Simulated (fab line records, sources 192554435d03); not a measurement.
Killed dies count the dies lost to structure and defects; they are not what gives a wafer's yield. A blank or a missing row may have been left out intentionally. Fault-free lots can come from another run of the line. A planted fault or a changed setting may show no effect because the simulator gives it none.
Which of the tools did it? || flow n5-finfet || 11 lots, 33 wafers sampled, at 5 steps of a route of 1938

== WHAT THE GAUGES SHOWED, per wafer ==
The record holds no reading of a measuring or inspecting step that can be judged against a usual standard deviation.

== TOOL THAT RAN EACH LOT (tool first, then ch and the chambers of the sampled wafers, then the start) ==
{"lot": "L426", "N5_BEOL_M10_ETCH_41": "rie-diel-06 ch 0,1,2, day 10 01:43 or earlier", "N5_BEOL_M10_PRE_CLEAN_45": "pvd-sputter-03, day 10 01:43", "N5_BEOL_M10_ALD_74": "ald-metal-04 ch 0,1,2, day 10 01:47", "N5_BEOL_M10_CVD_75": "cvd-co-01 ch 0,2, day 10 02:08", "N5_PASSIVATION_PROBE_49": "prober-01, day 12 03:35"}
{"lot": "L427", "N5_BEOL_M10_ETCH_41": "rie-diel-03 ch 0,2,3, day 10 09:44 or earlier", "N5_BEOL_M10_PRE_CLEAN_45": "pvd-sputter-03, day 10 09:44", "N5_BEOL_M10_ALD_74": "ald-metal-03 ch 0,1,2, day 10 09:47", "N5_BEOL_M10_CVD_75": "cvd-co-02 ch 0,1,2, day 10 11:47", "N5_PASSIVATION_PROBE_49": "-"}
{"lot": "L429", "N5_BEOL_M10_ETCH_41": "rie-diel-06 ch 0,1,2, day 10 16:47 or earlier", "N5_BEOL_M10_PRE_CLEAN_45": "pvd-sputter-03, day 10 16:47", "N5_BEOL_M10_ALD_74": "ald-metal-01 ch 1,3, day 10 16:50", "N5_BEOL_M10_CVD_75": "cvd-co-02 ch 0,2, day 10 17:26", "N5_PASSIVATION_PROBE_49": "-"}
{"lot": "L434", "N5_BEOL_M10_ETCH_41": "rie-diel-04 ch 1,2, day 12 01:37 or earlier", "N5_BEOL_M10_PRE_CLEAN_45": "pvd-sputter-03, day 12 01:37", "N5_BEOL_M10_ALD_74": "ald-metal-03 ch 1,2,3, day 12 01:46", "N5_BEOL_M10_CVD_75": "cvd-co-01 ch 0,1, day 12 02:10", "N5_PASSIVATION_PROBE_49": "prober-02, day 13 23:16"}
{"lot": "L433", "N5_BEOL_M10_ETCH_41": "rie-diel-06 ch 0,1,2, day 12 06:59 or earlier", "N5_BEOL_M10_PRE_CLEAN_45": "pvd-sputter-02, day 12 06:59", "N5_BEOL_M10_ALD_74": "ald-metal-01 ch 0,2,3, day 12 07:10", "N5_BEOL_M10_CVD_75": "cvd-co-01 ch 0,1,2, day 12 07:51", "N5_PASSIVATION_PROBE_49": "prober-01, day 14 07:56"}
{"lot": "L436", "N5_BEOL_M10_ETCH_41": "rie-diel-03 ch 1,2,3, day 12 08:42 or earlier", "N5_BEOL_M10_PRE_CLEAN_45": "pvd-sputter-01, day 12 08:42", "N5_BEOL_M10_ALD_74": "ald-metal-03 ch 1,2, day 12 08:59", "N5_BEOL_M10_CVD_75": "cvd-co-01 ch 0,1, day 12 09:34", "N5_PASSIVATION_PROBE_49": "prober-02, day 14 09:40"}
{"lot": "L437", "N5_BEOL_M10_ETCH_41": "rie-diel-06 ch 0,1,2, day 12 18:45 or earlier", "N5_BEOL_M10_PRE_CLEAN_45": "pvd-sputter-03, day 12 18:45", "N5_BEOL_M10_ALD_74": "ald-metal-03 ch 0,1,2, day 12 18:49", "N5_BEOL_M10_CVD_75": "cvd-co-01 ch 0,1,2, day 12 19:11", "N5_PASSIVATION_PROBE_49": "prober-02, day 15 05:39"}
{"lot": "L438", "N5_BEOL_M10_ETCH_41": "rie-diel-04 ch 0,1, day 13 00:47 or earlier", "N5_BEOL_M10_PRE_CLEAN_45": "pvd-sputter-02, day 13 00:47", "N5_BEOL_M10_ALD_74": "ald-metal-03 ch 0,2,3, day 13 00:50", "N5_BEOL_M10_CVD_75": "cvd-co-01 ch 0,1,2, day 13 02:30", "N5_PASSIVATION_PROBE_49": "prober-01, day 15 21:07"}
{"lot": "L440", "N5_BEOL_M10_ETCH_41": "rie-diel-03 ch 0,2, day 13 23:56 or earlier", "N5_BEOL_M10_PRE_CLEAN_45": "pvd-sputter-03, day 13 23:56", "N5_BEOL_M10_ALD_74": "ald-metal-04 ch 0,2,3, day 13 23:59", "N5_BEOL_M10_CVD_75": "cvd-co-01 ch 0,2, day 14 01:20", "N5_PASSIVATION_PROBE_49": "prober-02, day 16 10:02"}
{"lot": "L442", "N5_BEOL_M10_ETCH_41": "rie-diel-04 ch 0,1,3, day 13 23:31 or earlier", "N5_BEOL_M10_PRE_CLEAN_45": "pvd-sputter-02, day 13 23:31", "N5_BEOL_M10_ALD_74": "ald-metal-01 ch 0,2,3, day 13 23:35", "N5_BEOL_M10_CVD_75": "cvd-co-01 ch 1,2, day 14 00:14", "N5_PASSIVATION_PROBE_49": "prober-02, day 16 11:50"}
{"lot": "L448", "N5_BEOL_M10_ETCH_41": "rie-diel-03 ch 0,1,3, day 16 04:20 or earlier", "N5_BEOL_M10_PRE_CLEAN_45": "pvd-sputter-03, day 16 04:20", "N5_BEOL_M10_ALD_74": "ald-metal-01 ch 0,1,3, day 16 04:24", "N5_BEOL_M10_CVD_75": "cvd-co-02 ch 0,1,2, day 16 04:53", "N5_PASSIVATION_PROBE_49": "prober-01, day 18 09:40"}
- N5_BEOL_M10_ETCH_41: etches SiCN in CH3F/O2, target depth 42.6 nm, time 86 s.
- N5_BEOL_M10_PRE_CLEAN_45: time 30 s.
- N5_BEOL_M10_ALD_74: deposits TaN, target thk 2 nm, pulse time 2 s, purge time 3 s.
- N5_BEOL_M10_CVD_75: deposits Co from CCTBA/H2, target thk 2 nm, time 138.9 s.
- N5_PASSIVATION_PROBE_49

== AS READ BY THE TOOLS THEMSELVES (means over the sampled wafers that have a number; for cases with no such wafer, the mark the record gives instead) ==
N5_BEOL_M10_ETCH_41. Usual: chamber-pressure-mTorr 29.997 mTorr, standard deviation 0.026; drypump-motor-current-A 5.5 A, standard deviation 0.34; oes-product-au 0.82 a.u., standard deviation 0.067; rf-vpp-V 297.5 V, standard deviation 1.6; showerhead-plenum-p-Torr 2.01 Torr, standard deviation 0.066; throttle-valve-pct 16.29 %, standard deviation 0.27.
{"lot": "L426", "tool": "rie-diel-06", "chamber-pressure-mTorr (mTorr)": 30.003, "drypump-motor-current-A (A)": 5.3, "oes-product-au (a.u.)": 0.75, "rf-vpp-V (V)": 296.1, "showerhead-plenum-p-Torr (Torr)": 1.95, "throttle-valve-pct (%)": 16.46, "flag": ""}
{"lot": "L427", "tool": "rie-diel-03", "chamber-pressure-mTorr (mTorr)": 29.985, "drypump-motor-current-A (A)": 5.5, "oes-product-au (a.u.)": 0.88, "rf-vpp-V (V)": 298.5, "showerhead-plenum-p-Torr (Torr)": 2.04, "throttle-valve-pct (%)": 16.24, "flag": ""}
{"lot": "L429", "tool": "rie-diel-06", "chamber-pressure-mTorr (mTorr)": 29.976, "drypump-motor-current-A (A)": 5.3, "oes-product-au (a.u.)": 0.75, "rf-vpp-V (V)": 295.7, "showerhead-plenum-p-Torr (Torr)": 1.94, "throttle-valve-pct (%)": 16.47, "flag": ""}
{"lot": "L434", "tool": "rie-diel-04", "chamber-pressure-mTorr (mTorr)": 30.012, "drypump-motor-current-A (A)": 5.7, "oes-product-au (a.u.)": 0.85, "rf-vpp-V (V)": 298.6, "showerhead-plenum-p-Torr (Torr)": 2.03, "throttle-valve-pct (%)": 15.97, "flag": ""}
{"lot": "L433", "tool": "rie-diel-06", "chamber-pressure-mTorr (mTorr)": 30.018, "drypump-motor-current-A (A)": 5.2, "oes-product-au (a.u.)": 0.73, "rf-vpp-V (V)": 296.2, "showerhead-plenum-p-Torr (Torr)": 1.94, "throttle-valve-pct (%)": 16.49, "flag": ""}
{"lot": "L436", "tool": "rie-diel-03", "chamber-pressure-mTorr (mTorr)": 29.955, "drypump-motor-current-A (A)": 5.6, "oes-product-au (a.u.)": 0.89, "rf-vpp-V (V)": 298.2, "showerhead-plenum-p-Torr (Torr)": 2.04, "throttle-valve-pct (%)": 16.16, "flag": ""}
{"lot": "L437", "tool": "rie-diel-06", "chamber-pressure-mTorr (mTorr)": 29.982, "drypump-motor-current-A (A)": 5.3, "oes-product-au (a.u.)": 0.74, "rf-vpp-V (V)": 295.8, "showerhead-plenum-p-Torr (Torr)": 1.94, "throttle-valve-pct (%)": 16.51, "flag": ""}
{"lot": "L438", "tool": "rie-diel-04", "chamber-pressure-mTorr (mTorr)": 30.027, "drypump-motor-current-A (A)": 5.6, "oes-product-au (a.u.)": 0.84, "rf-vpp-V (V)": 298.6, "showerhead-plenum-p-Torr (Torr)": 2.06, "throttle-valve-pct (%)": 16.30, "flag": ""}
{"lot": "L440", "tool": "rie-diel-03", "chamber-pressure-mTorr (mTorr)": 29.990, "drypump-motor-current-A (A)": 5.5, "oes-product-au (a.u.)": 0.81, "rf-vpp-V (V)": 299.3, "showerhead-plenum-p-Torr (Torr)": 2.06, "throttle-valve-pct (%)": 16.14, "flag": ""}
{"lot": "L442", "tool": "rie-diel-04", "chamber-pressure-mTorr (mTorr)": 29.950, "drypump-motor-current-A (A)": 5.6, "oes-product-au (a.u.)": 0.82, "rf-vpp-V (V)": 299.3, "showerhead-plenum-p-Torr (Torr)": 2.05, "throttle-valve-pct (%)": 16.22, "flag": ""}
{"lot": "L448", "tool": "rie-diel-03", "chamber-pressure-mTorr (mTorr)": 29.998, "drypump-motor-current-A (A)": 5.4, "oes-product-au (a.u.)": 0.83, "rf-vpp-V (V)": 296.8, "showerhead-plenum-p-Torr (Torr)": 1.97, "throttle-valve-pct (%)": 16.35, "flag": ""}

N5_BEOL_M10_PRE_CLEAN_45. Usual: 336 W for heater-power-w, sd 37.
{"lot": "L426", "tool": "pvd-sputter-03", "heater-power-w (W)": 317, "flag": ""}
{"lot": "L427", "tool": "pvd-sputter-03", "heater-power-w (W)": 316, "flag": ""}
{"lot": "L429", "tool": "pvd-sputter-03", "heater-power-w (W)": 316, "flag": ""}
{"lot": "L434", "tool": "pvd-sputter-03", "heater-power-w (W)": 325, "flag": ""}
{"lot": "L433", "tool": "pvd-sputter-02", "heater-power-w (W)": 380, "flag": ""}
{"lot": "L436", "tool": "pvd-sputter-01", "heater-power-w (W)": 324, "flag": ""}
{"lot": "L437", "tool": "pvd-sputter-03", "heater-power-w (W)": 323, "flag": ""}
{"lot": "L438", "tool": "pvd-sputter-02", "heater-power-w (W)": 383, "flag": ""}
{"lot": "L440", "tool": "pvd-sputter-03", "heater-power-w (W)": 314, "flag": ""}
{"lot": "L442", "tool": "pvd-sputter-02", "heater-power-w (W)": 391, "flag": ""}
{"lot": "L448", "tool": "pvd-sputter-03", "heater-power-w (W)": 310, "flag": ""}

N5_BEOL_M10_ALD_74. Usual: heater-power-w 409 W, standard deviation 59; precursor-vessel-temp-c 75.01 C, standard deviation 0.11.
{"lot": "L426", "tool": "ald-metal-04", "heater-power-w (W)": 432, "precursor-vessel-temp-c (C)": 75.08, "flag": ""}
{"lot": "L427", "tool": "ald-metal-03", "heater-power-w (W)": 444, "precursor-vessel-temp-c (C)": 74.91, "flag": ""}
{"lot": "L429", "tool": "ald-metal-01", "heater-power-w (W)": 366, "precursor-vessel-temp-c (C)": 75.12, "flag": ""}
{"lot": "L434", "tool": "ald-metal-03", "heater-power-w (W)": 430, "precursor-vessel-temp-c (C)": 75.01, "flag": ""}
{"lot": "L433", "tool": "ald-metal-01", "heater-power-w (W)": 383, "precursor-vessel-temp-c (C)": 74.98, "flag": ""}
{"lot": "L436", "tool": "ald-metal-03", "heater-power-w (W)": 448, "precursor-vessel-temp-c (C)": 75.11, "flag": ""}
{"lot": "L437", "tool": "ald-metal-03", "heater-power-w (W)": 439, "precursor-vessel-temp-c (C)": 74.89, "flag": ""}
{"lot": "L438", "tool": "ald-metal-03", "heater-power-w (W)": 426, "precursor-vessel-temp-c (C)": 75.00, "flag": ""}
{"lot": "L440", "tool": "ald-metal-04", "heater-power-w (W)": 434, "precursor-vessel-temp-c (C)": 74.99, "flag": ""}
{"lot": "L442", "tool": "ald-metal-01", "heater-power-w (W)": 386, "precursor-vessel-temp-c (C)": 74.98, "flag": ""}
{"lot": "L448", "tool": "ald-metal-01", "heater-power-w (W)": 369, "precursor-vessel-temp-c (C)": 75.00, "flag": ""}

N5_BEOL_M10_CVD_75. Usual: 161.9 s for run-length-s, sd 0.61.
{"lot": "L426", "tool": "cvd-co-01", "run-length-s (s)": 162.0, "flag": ""}
{"lot": "L427", "tool": "cvd-co-02", "run-length-s (s)": 161.7, "flag": ""}
{"lot": "L429", "tool": "cvd-co-02", "run-length-s (s)": 161.4, "flag": ""}
{"lot": "L434", "tool": "cvd-co-01", "run-length-s (s)": 162.3, "flag": ""}
{"lot": "L433", "tool": "cvd-co-01", "run-length-s (s)": 162.0, "flag": ""}
{"lot": "L436", "tool": "cvd-co-01", "run-length-s (s)": 161.5, "flag": ""}
{"lot": "L437", "tool": "cvd-co-01", "run-length-s (s)": 162.0, "flag": ""}
{"lot": "L438", "tool": "cvd-co-01", "run-length-s (s)": 162.1, "flag": ""}
{"lot": "L440", "tool": "cvd-co-01", "run-length-s (s)": 161.0, "flag": ""}
{"lot": "L442", "tool": "cvd-co-01", "run-length-s (s)": 162.2, "flag": ""}
{"lot": "L448", "tool": "cvd-co-02", "run-length-s (s)": 161.6, "flag": ""}

N5_PASSIVATION_PROBE_49. Usual: defect-limited-yield 91.4 %, standard deviation 1.6; killed_at_M0_to_M3 34, standard deviation 12; killed_at_M4_up 13, standard deviation 5.2; killed-at-contacts 11, standard deviation 5.5; killed-at-front-end 40, standard deviation 13; killed-at-other 3.4, standard deviation 2.7; killed-dies 102, standard deviation 19; killed-on-rim 13, standard deviation 4.3; killed-open 66, standard deviation 15; killed-short 33, standard deviation 7.9; sort_bin_5_function 5.1 %, standard deviation 1.1; sort_bin_6_memory 3.2 %, standard deviation 0.7; sort-n-pass 1078, standard deviation 19; sort-yield-pct 91.4 %, standard deviation 1.6.
{"lot": "L426", "tool": "prober-01", "defect-limited-yield (%)": 91.9, "killed_at_M0_to_M3": 31, "killed_at_M4_up": 17, "killed-at-contacts": 8, "killed-at-front-end": 35, "killed-at-other": 3.7, "killed-dies": 96, "killed-on-rim": 13, "killed-open": 65, "killed-short": 26, "sort_bin_5_function (%)": 4.8, "sort_bin_6_memory (%)": 3.0, "sort-n-pass": 1084, "sort-yield-pct (%)": 91.9, "flag": ""}
{"lot": "L434", "tool": "prober-02", "defect-limited-yield (%)": 92.0, "killed_at_M0_to_M3": 25, "killed_at_M4_up": 24, "killed-at-contacts": 10, "killed-at-front-end": 30, "killed-at-other": 4.5, "killed-dies": 94, "killed-on-rim": 16, "killed-open": 61, "killed-short": 26, "sort_bin_5_function (%)": 4.8, "sort_bin_6_memory (%)": 2.8, "sort-n-pass": 1086, "sort-yield-pct (%)": 92.0, "flag": ""}
{"lot": "L433", "tool": "prober-01", "defect-limited-yield (%)": 90.8, "killed_at_M0_to_M3": 45, "killed_at_M4_up": 16, "killed-at-contacts": 10, "killed-at-front-end": 36, "killed-at-other": 2.0, "killed-dies": 109, "killed-on-rim": 15, "killed-open": 69, "killed-short": 37, "sort_bin_5_function (%)": 5.3, "sort_bin_6_memory (%)": 3.6, "sort-n-pass": 1071, "sort-yield-pct (%)": 90.8, "flag": ""}
{"lot": "L436", "tool": "prober-02", "defect-limited-yield (%)": 91.7, "killed_at_M0_to_M3": 40, "killed_at_M4_up": 10, "killed-at-contacts": 9, "killed-at-front-end": 34, "killed-at-other": 5.7, "killed-dies": 98, "killed-on-rim": 13, "killed-open": 64, "killed-short": 32, "sort_bin_5_function (%)": 5.1, "sort_bin_6_memory (%)": 3.0, "sort-n-pass": 1082, "sort-yield-pct (%)": 91.7, "flag": ""}
{"lot": "L437", "tool": "prober-02", "defect-limited-yield (%)": 88.6, "killed_at_M0_to_M3": 57, "killed_at_M4_up": 13, "killed-at-contacts": 22, "killed-at-front-end": 40, "killed-at-other": 3.3, "killed-dies": 135, "killed-on-rim": 22, "killed-open": 83, "killed-short": 47, "sort_bin_5_function (%)": 6.6, "sort_bin_6_memory (%)": 4.1, "sort-n-pass": 1045, "sort-yield-pct (%)": 88.6, "flag": ""}
{"lot": "L438", "tool": "prober-01", "defect-limited-yield (%)": 90.4, "killed_at_M0_to_M3": 21, "killed_at_M4_up": 16, "killed-at-contacts": 5, "killed-at-front-end": 66, "killed-at-other": 5.3, "killed-dies": 113, "killed-on-rim": 16, "killed-open": 78, "killed-short": 34, "sort_bin_5_function (%)": 5.5, "sort_bin_6_memory (%)": 3.8, "sort-n-pass": 1067, "sort-yield-pct (%)": 90.4, "flag": ""}
{"lot": "L440", "tool": "prober-02", "defect-limited-yield (%)": 89.6, "killed_at_M0_to_M3": 47, "killed_at_M4_up": 16, "killed-at-contacts": 10, "killed-at-front-end": 43, "killed-at-other": 6.7, "killed-dies": 122, "killed-on-rim": 17, "killed-open": 79, "killed-short": 43, "sort_bin_5_function (%)": 6.3, "sort_bin_6_memory (%)": 3.7, "sort-n-pass": 1058, "sort-yield-pct (%)": 89.6, "flag": ""}
{"lot": "L442", "tool": "prober-02", "defect-limited-yield (%)": 93.0, "killed_at_M0_to_M3": 27, "killed_at_M4_up": 8, "killed-at-contacts": 12, "killed-at-front-end": 35, "killed-at-other": 0.7, "killed-dies": 82, "killed-on-rim": 9, "killed-open": 51, "killed-short": 30, "sort_bin_5_function (%)": 3.7, "sort_bin_6_memory (%)": 2.9, "sort-n-pass": 1098, "sort-yield-pct (%)": 93.0, "flag": ""}
{"lot": "L448", "tool": "prober-01", "defect-limited-yield (%)": 90.9, "killed_at_M0_to_M3": 32, "killed_at_M4_up": 10, "killed-at-contacts": 11, "killed-at-front-end": 48, "killed-at-other": 5.7, "killed-dies": 107, "killed-on-rim": 13, "killed-open": 70, "killed-short": 36, "sort_bin_5_function (%)": 4.8, "sort_bin_6_memory (%)": 3.8, "sort-n-pass": 1073, "sort-yield-pct (%)": 90.9, "flag": ""}

== THE ANSWER, worked out from the rows above alone ==
Rule: take the mean of a lot's wafers that have a number; if it is more than 3 standard deviations from the usual mean, the lot is off. A lot without any number at a reading at which 4 lots or more have one is off too. The other lots that the step has rows for count as sound. After the gauges, taken in route order, come the tools' own readings; for these a lot's mean is taken, as printed above. The first step at which some lot is off is used, and at that step the reading that is off furthest; a lot without a number counts as furthest.
Nothing can be told from this: no lot is off at any reading shown.

== WHAT THE SIMULATOR HAD INSERTED ==
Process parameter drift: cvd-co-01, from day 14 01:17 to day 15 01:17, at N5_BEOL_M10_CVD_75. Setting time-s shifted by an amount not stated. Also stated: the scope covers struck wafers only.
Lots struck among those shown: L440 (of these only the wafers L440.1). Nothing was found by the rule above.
